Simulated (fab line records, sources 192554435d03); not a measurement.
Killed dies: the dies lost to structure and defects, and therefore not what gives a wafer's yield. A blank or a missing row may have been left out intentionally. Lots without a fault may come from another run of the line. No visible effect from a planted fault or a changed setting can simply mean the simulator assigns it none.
fab line records	flow n5-finfet
record: lots: 24	wafers: 72	last-day: 18
route steps=1938 shown BEOL_M4@1100 BEOL_M5@1113
lots with no fault: from the same line, run without faults
start-h: the number of hours between the record's first day and the start of the first shown wafer of the lot	wait-h: hours elapsed since this lot's preceding step	" the same as in the row above	L1.1+2: one row covering several wafers at once	- no value present, or no start provided	* or withheld: withheld	< > ~ a bound
route shown NAME@n: names a module that has steps shown in the file, with the first one's number in the route	usual: mean and standard deviation over wafers with no fault	same: alike in all rows	chamber/n: place in a boat	sites: per-site readings	_std_site: their standard deviation	_edge_site: inner sites' mean taken away from outer sites' mean	radius-mm: how far each site lies from the wafer's centre	mask NAME#n: copy n	behind: tool/chamber where the wafer was last shaped	hold: reason for holding the lot/hours on hold/outcome of the hold	device: the n, p or np transistor that did not switch	end of line: at the end of the route, the tests of the same wafers	a step without rows: its recipe alone	killed: dies lost to structure and defects at the first sort, not the wafer's yield	map: a wafer's dies, marking killed ones x, the rest . and places with no die _
set.NAME: the run value of the setting; set.NAME@STEP: its run value at that earlier step	model.NAME: the simulator's own value behind a step, which no gauge read
a sample of lots followed through the steps of the route, with each step as a table and each wafer as a row
services: from which hour (start-h, from the record's first day; less than 0 if before it) a tool's chamber was out of use, for how many hours, and why
== steps ==
step: N5_BEOL_M4_SPUTTER_96
recipe: material: Cu	target-thk-a: 45	temp-c: -20	chamber-pressure-pa: 0.07	power-w: withheld	time-s: 8.29
usual: throttle-valve-pct: 29.9/0.91
same: time-s: 8.29
lot.wafer	tool	chamber	start-h	wait-h	throttle-valve-pct
L074.3	pvd-sputter-02	-	175.57	0.1	30.7
L074.4	"	-	"	"	29.9
L074.5	"	-	"	"	29.8
L076.2	pvd-sputter-03	-	190.44	0.1	29.5
L076.4	"	-	"	"	29.4
L076.5	"	-	"	"	31.0
L075.3	pvd-sputter-02	-	193.99	0.1	28.0
L075.4	"	-	"	"	30.2
L075.6	"	-	"	"	28.2
L078.1	pvd-sputter-01	-	196.30	0.1	30.2
L078.2	"	-	"	"	30.3
L078.4	"	-	"	"	30.6
L077.4	pvd-sputter-03	-	201.96	0.1	29.1
L077.5	"	-	"	"	30.8
L077.6	"	-	"	"	29.4
L081.2	pvd-sputter-03	-	205.36	0.1	29.5
L081.4	"	-	"	"	30.9
L081.6	"	-	"	"	29.1
L080.2	pvd-sputter-02	-	212.36	0.1	30.8
L080.5	"	-	"	"	29.9
L080.6	"	-	"	"	30.2
L079.1	pvd-sputter-01	-	219.86	0.1	31.0
L079.5	"	-	"	"	30.3
L079.6	"	-	"	"	30.2
L082.2	pvd-sputter-02	-	241.00	0.1	31.0
L082.3	"	-	"	"	30.0
L082.4	"	-	"	"	30.0
L083.1	pvd-sputter-01	-	242.44	0.1	31.2
L083.2	"	-	"	"	30.9
L083.5	"	-	"	"	31.0
L084.1	pvd-sputter-02	-	242.84	0.1	28.2
L084.4	"	-	"	"	30.7
L084.5	"	-	"	"	29.9
L085.2	pvd-sputter-01	-	250.13	0.1	30.4
L085.4	"	-	"	"	31.1
L085.5	"	-	"	"	31.1
L086.3	pvd-sputter-02	-	250.26	0.1	30.1
L086.4	"	-	"	"	30.8
L086.5	"	-	"	"	30.8
L088.1	pvd-sputter-03	-	250.48	0.1	29.1
L088.2	"	-	"	"	29.3
L088.3	"	-	"	"	28.7
L087.2	pvd-sputter-03	-	261.95	0.1	29.2
L087.4	"	-	"	"	31.0
L087.5	"	-	"	"	29.5
L089.4	pvd-sputter-02	-	262.39	0.1	30.8
L089.5	"	-	"	"	30.2
L089.6	"	-	"	"	28.4
L090.2	pvd-sputter-03	-	268.42	0.1	29.1
L090.3	"	-	"	"	31.0
L090.6	"	-	"	"	28.7
L091.1	pvd-sputter-01	-	271.61	0.1	30.3
L091.3	"	-	"	"	30.4
L091.6	"	-	"	"	30.4
L092.1	pvd-sputter-03	-	290.98	0.1	28.7
L092.4	"	-	"	"	29.4
L092.5	"	-	"	"	28.6
L093.2	pvd-sputter-01	-	299.16	0.1	30.5
L093.3	"	-	"	"	30.3
L093.6	"	-	"	"	30.8
L097.2	pvd-sputter-03	-	308.47	0.1	28.8
L097.3	"	-	"	"	29.4
L097.5	"	-	"	"	28.8
L096.1	pvd-sputter-02	-	311.55	0.1	28.5
L096.3	"	-	"	"	30.1
L096.6	"	-	"	"	30.0
L094.1	pvd-sputter-03	-	311.58	0.1	29.4
L094.4	"	-	"	"	29.4
L094.5	"	-	"	"	30.8
L095.1	pvd-sputter-02	-	333.65	0.1	28.4
L095.3	"	-	"	"	30.0
L095.5	"	-	"	"	30.2
step: N5_BEOL_M5_CURE_79
recipe: temp-c: 385	time-s: 240	ambient: He/Ar	material: SiCOH_lowk
usual: lamp-power-pct: 52.31/0.05	wafer_temp_C_max: 386.7/0.92
same: time-s: 240
lot.wafer	tool	chamber	start-h	wait-h	lamp-power-pct	wafer_temp_C_max
L074.3	uv-cure-02	0	177.86	0.2	52.33	386.8
L074.4	"	0	"	"	52.28	386.7
L074.5	"	0	"	"	52.27	386.3
L076.2	uv-cure-03	0	192.67	0.1	52.30	387.7
L076.4	"	0	"	"	52.34	387.7
L076.5	"	0	"	"	52.22	388.6
L075.3	uv-cure-01	1	196.28	0.2	52.25	387.6
L075.4	"	1	"	"	52.31	387.7
L075.6	"	1	"	"	52.27	387.9
L078.1	uv-cure-01	0	198.46	0.0	52.32	386.4
L078.2	"	0	"	"	52.38	386.1
L078.4	"	0	"	"	52.30	386.1
L077.4	uv-cure-03	0	204.34	0.3	52.30	388.6
L077.5	"	0	"	"	52.24	389.0
L077.6	"	0	"	"	52.33	388.0
L081.2	uv-cure-01	1	207.59	0.1	52.37	388.1
L081.4	"	1	"	"	52.41	387.9
L081.6	"	1	"	"	52.38	387.9
L080.2	uv-cure-02	2	214.96	0.1	52.39	386.3
L080.5	"	2	"	"	52.30	387.2
L080.6	"	2	"	"	52.26	386.6
L079.1	uv-cure-02	2	223.41	0.1	52.35	386.3
L079.5	"	2	"	"	52.24	386.8
L079.6	"	2	"	"	52.42	386.6
L082.2	uv-cure-02	0	243.23	0.1	52.34	385.9
L082.3	"	0	"	"	52.39	386.1
L082.4	"	0	"	"	52.31	385.6
L083.1	uv-cure-02	1	244.60	0.0	52.37	387.3
L083.2	"	1	"	"	52.23	387.3
L083.5	"	1	"	"	52.31	387.2
L084.1	uv-cure-01	2	245.12	0.0	52.38	385.3
L084.4	"	2	"	"	52.29	385.6
L084.5	"	2	"	"	52.33	385.5
L085.2	uv-cure-01	2	252.35	0.1	52.29	385.8
L085.4	"	2	"	"	52.24	385.9
L085.5	"	2	"	"	52.38	385.4
L086.3	uv-cure-02	1	252.54	0.2	52.31	386.8
L086.4	"	1	"	"	52.32	386.9
L086.5	"	1	"	"	52.35	387.6
L088.1	uv-cure-02	0	253.21	0.0	52.23	386.3
L088.2	"	0	"	"	52.30	386.1
L088.3	"	0	"	"	52.31	386.0
L087.2	uv-cure-02	0	264.23	0.2	52.29	385.6
L087.4	"	0	"	"	52.20	385.9
L087.5	"	0	"	"	52.20	386.4
L089.4	uv-cure-03	1	264.75	0.3	52.23	386.4
L089.5	"	1	"	"	52.24	386.2
L089.6	"	1	"	"	52.31	386.2
L090.2	uv-cure-02	2	270.73	0.1	52.35	386.4
L090.3	"	2	"	"	52.32	386.4
L090.6	"	2	"	"	52.34	386.7
L091.1	uv-cure-02	2	273.73	0.0	52.39	386.9
L091.3	"	2	"	"	52.28	386.9
L091.6	"	2	"	"	52.29	386.4
L092.1	uv-cure-01	0	293.12	0.0	52.36	386.3
L092.4	"	0	"	"	52.32	386.0
L092.5	"	0	"	"	52.39	386.2
L093.2	uv-cure-01	0	301.60	0.2	52.39	386.1
L093.3	"	0	"	"	52.38	386.0
L093.6	"	0	"	"	52.30	386.0
L097.2	uv-cure-01	1	310.76	0.2	52.35	387.5
L097.3	"	1	"	"	52.28	388.1
L097.5	"	1	"	"	52.30	388.6
L096.1	uv-cure-01	0	313.68	0.0	52.27	386.1
L096.3	"	0	"	"	52.27	386.4
L096.6	"	0	"	"	52.33	385.7
L094.1	uv-cure-03	1	313.72	0.0	52.25	386.3
L094.4	"	1	"	"	52.24	385.9
L094.5	"	1	"	"	52.35	386.5
L095.1	uv-cure-03	0	335.79	0.0	52.27	388.7
L095.3	"	0	"	"	52.39	387.9
L095.5	"	0	"	"	52.30	388.0
step: N5_BEOL_M5_HM_DEP_02
recipe: material: TiN	target-thk-a: 200	temp-c: 25	chamber-pressure-pa: 0.49996
usual: throttle-valve-pct: 30.0/0.91
lot.wafer	tool	chamber	start-h	wait-h	throttle-valve-pct
L074.3	pvd-sputter-02	-	180.30	2.0	28.3
L074.4	"	-	"	"	31.0
L074.5	"	-	"	"	30.1
L076.2	pvd-sputter-01	-	193.75	0.6	31.1
L076.4	"	-	"	"	30.2
L076.5	"	-	"	"	30.5
L075.3	pvd-sputter-02	-	197.49	0.8	29.9
L075.4	"	-	"	"	28.2
L075.6	"	-	"	"	30.6
L078.1	pvd-sputter-03	-	199.36	0.3	29.3
L078.2	"	-	"	"	31.2
L078.4	"	-	"	"	29.3
L077.4	pvd-sputter-03	-	207.46	2.8	29.3
L077.5	"	-	"	"	31.0
L077.6	"	-	"	"	28.6
L081.2	pvd-sputter-01	-	208.32	0.2	31.1
L081.4	"	-	"	"	30.5
L081.6	"	-	"	"	31.0
L080.2	pvd-sputter-02	-	215.76	0.3	30.0
L080.5	"	-	"	"	28.1
L080.6	"	-	"	"	30.8
L079.1	pvd-sputter-03	-	225.56	1.6	30.7
L079.5	"	-	"	"	29.3
L079.6	"	-	"	"	29.4
L082.2	pvd-sputter-01	-	246.25	2.5	30.2
L082.3	"	-	"	"	30.5
L082.4	"	-	"	"	30.8
L083.1	pvd-sputter-01	-	246.87	1.7	30.4
L083.2	"	-	"	"	31.0
L083.5	"	-	"	"	30.1
L084.1	pvd-sputter-01	-	247.07	1.4	30.5
L084.4	"	-	"	"	31.1
L084.5	"	-	"	"	30.4
L085.2	pvd-sputter-02	-	255.61	2.8	30.2
L085.4	"	-	"	"	28.2
L085.5	"	-	"	"	28.4
L086.3	pvd-sputter-02	-	255.87	2.9	28.4
L086.4	"	-	"	"	30.0
L086.5	"	-	"	"	30.0
L088.1	pvd-sputter-02	-	256.27	2.5	28.2
L088.2	"	-	"	"	30.8
L088.3	"	-	"	"	29.9
L089.4	pvd-sputter-01	-	265.60	0.5	31.0
L089.5	"	-	"	"	30.1
L089.6	"	-	"	"	30.5
L087.2	pvd-sputter-01	-	265.70	0.6	30.4
L087.4	"	-	"	"	30.0
L087.5	"	-	"	"	30.5
L090.2	pvd-sputter-02	-	274.18	3.0	30.7
L090.3	"	-	"	"	28.3
L090.6	"	-	"	"	30.8
L091.1	pvd-sputter-03	-	274.70	0.4	29.3
L091.3	"	-	"	"	29.4
L091.6	"	-	"	"	28.8
L092.1	pvd-sputter-01	-	294.24	0.1	31.0
L092.4	"	-	"	"	30.4
L092.5	"	-	"	"	30.7
L093.2	pvd-sputter-01	-	305.19	2.7	30.4
L093.3	"	-	"	"	31.1
L093.6	"	-	"	"	30.4
L097.2	pvd-sputter-03	-	312.23	0.6	31.2
L097.3	"	-	"	"	29.4
L097.5	"	-	"	"	28.7
L096.1	pvd-sputter-03	-	315.68	1.4	29.3
L096.3	"	-	"	"	28.8
L096.6	"	-	"	"	29.2
L094.1	pvd-sputter-03	-	315.78	1.5	29.5
L094.4	"	-	"	"	28.8
L094.5	"	-	"	"	28.7
L095.1	pvd-sputter-03	-	336.75	0.4	29.0
L095.3	"	-	"	"	31.0
L095.5	"	-	"	"	29.1
step: N5_BEOL_M5_OVL_MEAS_12
recipe: points-per-wafer: 522
usual: M5_OVL: 0.1/0.72
lot.wafer	tool	chamber	start-h	wait-h	M5_OVL[nm]
L074.3	overlay-02	0	180.87	0.0	0.0
L074.4	"	0	"	"	-0.4
L074.5	"	0	"	"	-0.1
L076.2	overlay-01	0	194.18	0.0	-1.3
L076.4	"	0	"	"	-0.8
L076.5	"	0	"	"	0.4
L075.3	overlay-01	0	198.05	0.0	0.7
L075.4	"	0	"	"	0.4
L075.6	"	0	"	"	1.4
L078.1	overlay-02	0	199.90	0.0	0.3
L078.2	"	0	"	"	-0.5
L078.4	"	0	"	"	-0.1
L077.4	overlay-01	0	207.90	0.0	-0.4
L077.5	"	0	"	"	-0.7
L077.6	"	0	"	"	0.5
L081.2	overlay-01	0	208.75	0.0	-0.5
L081.4	"	0	"	"	0.1
L081.6	"	0	"	"	-0.9
L080.2	overlay-01	0	216.19	0.0	-0.4
L080.5	"	0	"	"	0.9
L080.6	"	0	"	"	-0.1
L079.1	overlay-02	0	226.10	0.0	-0.2
L079.5	"	0	"	"	-0.7
L079.6	"	0	"	"	0.1
L082.2	overlay-02	0	246.80	0.0	-0.8
L082.3	"	0	"	"	-0.4
L082.4	"	0	"	"	-1.5
L083.1	overlay-02	0	247.42	0.0	0.5
L083.2	"	0	"	"	-0.7
L083.5	"	0	"	"	0.0
L084.1	overlay-01	0	247.49	0.0	0.2
L084.4	"	0	"	"	-0.5
L084.5	"	0	"	"	0.1
L085.2	overlay-02	0	256.16	0.0	-0.6
L085.4	"	0	"	"	-1.1
L085.5	"	0	"	"	-0.1
L086.3	overlay-02	0	256.33	0.0	-0.9
L086.4	"	0	"	"	-1.0
L086.5	"	0	"	"	0.5
L088.1	overlay-01	0	256.69	0.0	0.7
L088.2	"	0	"	"	1.7
L088.3	"	0	"	"	0.4
L089.4	overlay-01	0	266.17	0.0	0.7
L089.5	"	0	"	"	0.6
L089.6	"	0	"	"	0.4
L087.2	overlay-01	0	266.23	0.1	0.6
L087.4	"	0	"	"	1.4
L087.5	"	0	"	"	-0.2
L090.2	overlay-01	0	274.61	0.0	0.9
L090.3	"	0	"	"	0.1
L090.6	"	0	"	"	0.8
L091.1	overlay-02	0	275.25	0.0	0.8
L091.3	"	0	"	"	0.0
L091.6	"	0	"	"	0.3
L092.1	overlay-02	0	294.66	0.0	0.7
L092.4	"	0	"	"	-0.1
L092.5	"	0	"	"	0.7
L093.2	overlay-01	0	305.62	0.0	0.3
L093.3	"	0	"	"	-0.1
L093.6	"	0	"	"	-0.4
L097.2	overlay-02	0	312.79	0.0	0.4
L097.3	"	0	"	"	1.5
L097.5	"	0	"	"	1.1
L096.1	overlay-02	0	316.10	0.0	1.0
L096.3	"	0	"	"	0.5
L096.6	"	0	"	"	1.2
L094.1	overlay-02	0	316.32	0.0	-1.5
L094.4	"	0	"	"	0.2
L094.5	"	0	"	"	-0.6
L095.1	overlay-01	0	337.30	0.0	-0.2
L095.3	"	0	"	"	-0.7
L095.5	"	0	"	"	0.2
step: N5_BEOL_M5_ETCH_72
recipe: chemistry: N2/H2	target: underlayer	target-depth-a: 65	mask-material: CAR-EUV	time-s: 5.2	ion-energy-ev: 200	pressure-mtorr: 30	source-w: 840	bias-w: 150	n2-flow-sccm: 200	h2-flow-sccm: 200	ends: cleared
usual: drypump-motor-current-A: 5.6/0.39	etch-rf-on-time-s: 5.26/0.21	oes-product-au: 0.64/0.07	rf-vpp-V: 524.7/2.4	showerhead-plenum-p-Torr: 2.58/0.069	throttle-valve-pct: 18.0/0.32
lot.wafer	tool	chamber	start-h	wait-h	drypump-motor-current-A	etch-rf-on-time-s	oes-product-au	rf-hours-counter-h	rf-vpp-V	showerhead-plenum-p-Torr	throttle-valve-pct
L074.3	rie-diel-04	1	180.99	0.0	5.8	5.51	0.57	208	523.9	2.54	18.5
L074.4	"	0	"	"	6.0	5.68	0.58	215	527.5	2.64	18.2
L074.5	"	3	"	"	5.2	5.18	0.60	-	526.8	2.65	18.1
L076.2	rie-diel-03	2	194.38	0.0	5.6	5.25	0.71	81	525.3	2.55	17.4
L076.4	"	0	"	"	5.6	5.10	0.81	11	524.6	2.49	17.5
L076.5	"	1	"	"	4.9	5.16	0.78	-	522.2	2.50	17.9
L075.3	rie-diel-02	1	198.20	0.0	6.5	4.96	0.64	201	520.5	2.51	17.9
L075.4	"	0	"	"	5.5	5.16	0.69	104	521.2	2.47	18.0
L075.6	"	2	"	"	5.4	5.25	0.63	-	524.7	2.63	17.6
L078.1	rie-diel-02	3	200.03	0.0	5.1	5.26	0.59	235	524.2	2.52	18.1
L078.2	"	2	"	"	5.4	5.30	0.62	168	526.2	2.63	17.6
L078.4	"	1	"	"	6.5	5.03	0.63	201	520.8	2.51	17.9
L077.4	rie-diel-02	2	208.01	0.0	5.4	5.29	0.63	170	526.2	2.63	17.6
L077.5	"	0	"	"	5.6	5.18	0.68	-	521.1	2.46	18.0
L077.6	"	1	"	"	6.5	5.03	0.64	-	521.4	2.51	17.9
L081.2	rie-diel-04	2	208.87	0.0	5.6	4.99	0.71	89	527.0	2.68	17.7
L081.4	"	1	"	"	5.8	5.46	0.58	215	524.4	2.54	18.5
L081.6	"	1	"	"	5.8	5.41	0.58	-	525.6	2.54	18.5
L080.2	rie-diel-04	0	216.32	0.0	6.1	5.71	0.58	225	524.7	2.64	18.2
L080.5	"	2	"	"	5.6	5.06	0.69	-	529.4	2.68	17.7
L080.6	"	1	"	"	5.8	5.45	0.58	-	524.0	2.54	18.5
L079.1	rie-diel-04	3	226.23	0.0	5.2	5.12	0.59	212	526.3	2.64	18.1
L079.5	"	1	"	"	5.8	5.39	0.57	-	523.4	2.54	18.5
L079.6	"	2	"	"	5.7	4.99	0.70	-	528.5	2.68	17.7
L082.2	rie-diel-04	0	247.01	0.0	6.0	5.71	0.57	233	524.8	2.63	18.2
L082.3	"	2	"	"	5.7	5.01	0.70	100	526.8	2.67	17.8
L082.4	"	1	"	"	5.8	5.44	0.57	226	522.5	2.54	18.5
L083.1	rie-diel-03	1	247.54	0.0	4.9	5.12	0.76	33	523.0	2.49	17.9
L083.2	"	0	"	"	5.5	5.11	0.79	27	523.2	2.49	17.5
L083.5	"	3	"	"	6.0	5.23	0.65	-	524.0	2.54	18.0
L084.1	rie-diel-04	3	247.65	0.0	5.2	5.16	0.58	218	526.9	2.64	18.1
L084.4	"	0	"	"	6.0	5.76	0.57	234	527.6	2.63	18.3
L084.5	"	1	"	"	5.8	5.48	0.57	-	523.5	2.53	18.5
L085.2	rie-diel-04	0	256.38	0.0	6.0	5.70	0.57	236	526.8	2.63	18.3
L085.4	"	1	"	"	5.7	5.42	0.57	229	523.6	2.53	18.5
L085.5	"	1	"	"	5.8	5.45	0.57	-	522.6	2.53	18.6
L086.3	rie-diel-04	0	256.61	0.0	6.0	5.69	0.58	236	524.4	2.63	18.2
L086.4	"	2	"	"	5.6	5.06	0.69	103	528.8	2.67	17.8
L086.5	"	3	"	"	5.2	5.12	0.60	-	525.4	2.64	18.1
L088.1	rie-diel-02	0	256.82	0.0	5.5	5.24	0.66	122	523.5	2.46	18.0
L088.2	"	1	"	"	6.5	5.12	0.62	219	522.3	2.51	18.0
L088.3	"	2	"	"	5.4	5.35	0.61	185	527.3	2.62	17.6
L089.4	rie-diel-03	0	266.28	0.0	5.6	5.21	0.77	33	521.9	2.49	17.5
L089.5	"	3	"	"	6.0	5.31	0.63	-	525.3	2.54	18.0
L089.6	"	2	"	"	5.6	5.22	0.69	-	520.7	2.54	17.5
L087.2	rie-diel-04	1	266.35	0.0	5.7	5.38	0.57	231	523.2	2.53	18.5
L087.4	"	2	"	"	5.6	4.99	0.70	105	527.7	2.67	17.8
L087.5	"	1	"	"	5.7	5.33	0.56	-	522.8	2.53	18.5
L090.2	rie-diel-04	0	274.73	0.0	6.0	5.77	0.57	241	526.7	2.63	18.2
L090.3	"	2	"	"	5.6	5.06	0.69	107	526.9	2.67	17.8
L090.6	"	1	"	"	5.7	5.50	0.57	-	522.7	2.53	18.5
L091.1	rie-diel-04	3	275.62	0.0	5.2	5.11	0.58	226	525.9	2.63	18.1
L091.3	"	1	"	"	5.8	5.38	0.56	234	524.3	2.53	18.5
L091.6	"	3	"	"	5.2	5.15	0.58	-	525.9	2.63	18.1
L092.1	rie-diel-03	2	294.79	0.0	5.6	5.20	0.68	111	525.3	2.54	17.5
L092.4	"	1	"	"	4.9	5.18	0.73	47	524.4	2.49	18.0
L092.5	"	0	"	"	5.6	5.14	0.76	-	521.9	2.48	17.5
L093.2	rie-diel-02	1	305.74	0.0	6.5	5.18	0.60	236	522.8	2.50	18.0
L093.3	"	2	"	"	5.4	5.42	0.60	202	526.1	2.61	17.6
L093.6	"	2	"	"	5.4	5.36	0.60	-	526.2	2.62	17.6
L097.2	rie-diel-04	1	312.91	0.0	5.8	5.42	0.56	247	520.3	2.53	18.5
L097.3	"	2	"	"	5.6	5.08	0.67	121	528.1	2.66	17.8
L097.5	"	2	"	"	5.6	5.09	0.67	-	524.3	2.66	17.8
L096.1	rie-diel-02	1	316.39	0.0	6.6	5.22	0.60	239	521.1	2.50	18.0
L096.3	"	3	"	"	5.1	5.12	0.80	15	523.5	2.51	17.7
L096.6	"	1	"	"	6.5	5.18	0.60	-	524.3	2.50	18.0
L094.1	rie-diel-04	3	316.68	0.0	5.2	5.15	0.57	241	525.1	2.63	18.2
L094.4	"	2	"	"	5.6	5.11	0.67	-	527.0	2.66	17.8
L094.5	"	1	"	"	5.8	5.41	0.57	-	523.4	2.53	18.6
L095.1	rie-diel-04	3	337.42	0.0	5.3	5.09	0.58	250	527.8	2.62	18.2
L095.3	"	0	"	"	6.0	5.47	0.79	3	525.8	2.62	17.9
L095.5	"	0	"	"	6.0	5.41	0.81	-	525.0	2.62	17.9
step: N5_BEOL_M5_OVL_MEAS_29
recipe: points-per-wafer: 522
usual: V4_OVL: -0.3/0.71
lot.wafer	tool	chamber	start-h	wait-h	V4_OVL[nm]
L074.3	overlay-01	0	184.37	0.0	-0.8
L074.4	"	0	"	"	-0.2
L074.5	"	0	"	"	-1.9
L076.2	overlay-02	0	196.30	0.0	0.0
L076.4	"	0	"	"	-0.3
L076.5	"	0	"	"	1.1
L075.3	overlay-01	0	198.99	0.0	0.3
L075.4	"	0	"	"	0.1
L075.6	"	0	"	"	-0.7
L078.1	overlay-02	0	201.63	0.0	-0.1
L078.2	"	0	"	"	-0.4
L078.4	"	0	"	"	-0.7
L077.4	overlay-02	0	209.31	0.0	0.0
L077.5	"	0	"	"	-0.2
L077.6	"	0	"	"	-0.1
L081.2	overlay-02	0	209.61	0.0	-0.9
L081.4	"	0	"	"	-0.3
L081.6	"	0	"	"	0.0
L080.2	overlay-02	0	219.44	0.0	-1.7
L080.5	"	0	"	"	-0.2
L080.6	"	0	"	"	0.0
L079.1	overlay-01	0	228.35	0.0	0.3
L079.5	"	0	"	"	-0.9
L079.6	"	0	"	"	0.4
L082.2	overlay-01	0	248.02	0.0	1.1
L082.3	"	0	"	"	-1.2
L082.4	"	0	"	"	-0.1
L083.1	overlay-02	0	250.06	0.0	-0.3
L083.2	"	0	"	"	-0.3
L083.5	"	0	"	"	-1.9
L084.1	overlay-01	0	250.11	0.0	-0.7
L084.4	"	0	"	"	0.8
L084.5	"	0	"	"	-0.2
L086.3	overlay-02	0	258.37	0.0	1.2
L086.4	"	0	"	"	0.2
L086.5	"	0	"	"	1.1
L085.2	overlay-01	0	258.42	0.0	-0.6
L085.4	"	0	"	"	-0.9
L085.5	"	0	"	"	-1.6
L088.1	overlay-01	0	258.59	0.0	0.3
L088.2	"	0	"	"	0.9
L088.3	"	0	"	"	-0.2
L089.4	overlay-02	0	267.10	0.0	0.5
L089.5	"	0	"	"	-1.0
L089.6	"	0	"	"	1.1
L087.2	overlay-01	0	268.01	0.0	-0.4
L087.4	"	0	"	"	-1.3
L087.5	"	0	"	"	0.3
L090.2	overlay-01	0	275.51	0.0	-1.1
L090.3	"	0	"	"	-0.6
L090.6	"	0	"	"	-1.8
L091.1	overlay-02	0	278.55	0.0	0.0
L091.3	"	0	"	"	-0.1
L091.6	"	0	"	"	-0.1
L092.1	overlay-01	0	295.99	0.0	-0.2
L092.4	"	0	"	"	-0.4
L092.5	"	0	"	"	-0.5
L093.2	overlay-01	0	307.82	0.0	0.7
L093.3	"	0	"	"	-0.2
L093.6	"	0	"	"	0.3
L097.2	overlay-02	0	314.36	0.0	-0.5
L097.3	"	0	"	"	-0.5
L097.5	"	0	"	"	-1.0
L096.1	overlay-02	0	320.30	0.0	0.2
L096.3	"	0	"	"	-0.7
L096.6	"	0	"	"	0.2
L094.1	overlay-02	0	320.48	0.0	-1.6
L094.4	"	0	"	"	-1.3
L094.5	"	0	"	"	-1.5
L095.1	overlay-01	0	339.63	0.0	0.3
L095.3	"	0	"	"	0.8
L095.5	"	0	"	"	0.4
== services ==
tool	chamber	start-h	hours	kind
rie-diel-04	3	200.03	2.9	repair
rie-diel-03	2	218.45	2.0	repair
uv-cure-01	-	218.77	0.5	repair
uv-cure-01	-	237.66	0.7	repair
rie-diel-02	3	250.70	-	clean
rie-diel-02	3	250.70	-	consumable-replace:focus-ring
rie-diel-02	3	250.70	20.8	scheduled-down
rie-diel-02	3	250.70	20.8	vent-cycle
uv-cure-02	-	271.13	1.0	pm
pvd-sputter-01	-	302.54	1.3	repair
rie-diel-04	0	303.96	-	clean
rie-diel-04	0	303.96	-	consumable-replace:focus-ring
rie-diel-04	0	303.96	25.1	scheduled-down
rie-diel-04	0	303.96	25.1	vent-cycle
rie-diel-02	1	325.70	5.8	repair
rie-diel-04	1	329.40	-	clean
rie-diel-04	1	329.40	-	consumable-replace:focus-ring
rie-diel-04	1	329.40	24.2	scheduled-down
rie-diel-04	1	329.40	24.2	vent-cycle
uv-cure-03	-	329.53	0.7	repair
pvd-sputter-01	-	331.05	9.3	repair
rie-diel-02	-	336.72	1.5	repair
== key ==
fault none
